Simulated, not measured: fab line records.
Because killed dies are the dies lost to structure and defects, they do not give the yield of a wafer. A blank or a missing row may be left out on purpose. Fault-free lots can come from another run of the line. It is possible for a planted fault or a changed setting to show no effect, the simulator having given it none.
One fault through the eyes of 2 desks    flow n5 finfet    each desk has only its own numbers; what lay behind them comes last

== THE METROLOGY DESK ==
Means of the sampled wafers that have a number, per lot and without regard to the tool the lot ran on: this is what the gauges read. The brackets show how far a lot's mean lies from the usual mean; more than 4 standard deviations puts the lot out of limits, marked OUT. Of its 16 readings 7 are shown: the one that was out of limits first, and those that lie furthest out on some lot.
Columns: A = M4_RS at N5_BEOL_M4_RS_MEAS_58, usual 0.660 ohm/sq; B = DIBL_N at N5_BEOL_M4_RC_MEAS_101, usual 36.5 mV/V; C = ION_P at N5_BEOL_M4_RC_MEAS_101, usual 462 uA/um; D = SS_N at N5_BEOL_M4_RC_MEAS_101, usual 71.6 mV/dec; E = VT_N_LVT at N5_BEOL_M4_RC_MEAS_101, usual 98.5 mV; F = VT_P at N5_BEOL_M4_RC_MEAS_101, usual -250 mV; G = VT_P_LONG at N5_BEOL_M4_RC_MEAS_101, usual -275.5 mV
lot   first seen here  A      B     C    D     E                F     G
L232  day 7 20:46      0.684  35.9  457  71.9  100.0            -254  -277.1
L234  day 8 14:21      0.723  37.5  479  71.8  97.7             -245  -271.2
L235  day 8 17:50      0.675  36.4  470  71.4  99.4             -249  -276.1
L238  day 9 05:26      0.665  37.1  464  71.3  99.6             -251  -275.3
L239  day 9 18:37      0.637  37.2  454  72.3  97.3             -252  -278.1
L240  day 9 21:04      0.645  36.1  469  72.2  98.3             -246  -273.4
L244  day 11 05:34     0.684  36.5  460  71.3  98.0             -251  -277.1
L248  day 12 08:41     0.610  36.5  447  71.3  88.0 (-4.0) OUT  -258  -283.2
L249  day 12 12:28     0.656  37.1  453  72.0  87.7 (-4.2) OUT  -257  -287.2
L253  day 13 19:36     0.651  33.2  462  70.2  101.1            -253  -275.0
Per this desk, out of limits: L248, L249; the first was L248, day 12 08:54 (VT_N_LVT at N5_BEOL_M4_RC_MEAS_101). L232, L234, L235, L238, L239, L240, L244, L253: within limits.

== AT THE TOOL OWNER'S DESK: ald hk-03 ==
The tool's own readings at N5_HKMG_FIN_ALD_74 (deposits La2O3, target thk 0.5 nm, pulse time 6 s, co reactant pulse time 1 s): means of the sampled wafers that have a number, for each lot that ran on this tool. The brackets show how far a lot's mean lies from the usual mean; more than 4 standard deviations puts the lot out of limits, marked OUT.
Columns: A = heater power w at N5_HKMG_FIN_ALD_74, usual 342 W; B = precursor pulse height rel at N5_HKMG_FIN_ALD_74, usual 0.999
lot   first seen here  A    B
L235  day 4 18:41      327  1.007
L248  day 7 21:50      329  1.006
L249  day 8 06:48      336  0.993
This desk found nothing out of limits on any of the 3 lots.

== BROUGHT TOGETHER ==
On L248, L249, the metrology desk was in a position to raise an alarm at day 12 08:54.
Nothing out of limits was seen by the tool owner's desk.
Tool owner's desk: L248, L249 on record, inside its limits.
N5_HKMG_FIN_ALD_74 was run on ald hk-03 by each of the lots named.

== WHAT THE SIMULATOR HAD INSERTED ==
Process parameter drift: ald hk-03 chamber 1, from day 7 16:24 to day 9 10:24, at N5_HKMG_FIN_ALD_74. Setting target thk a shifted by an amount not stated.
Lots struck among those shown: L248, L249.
Delay in hours, fault start to first out-of-limits reading, per desk: metrology desk 112.
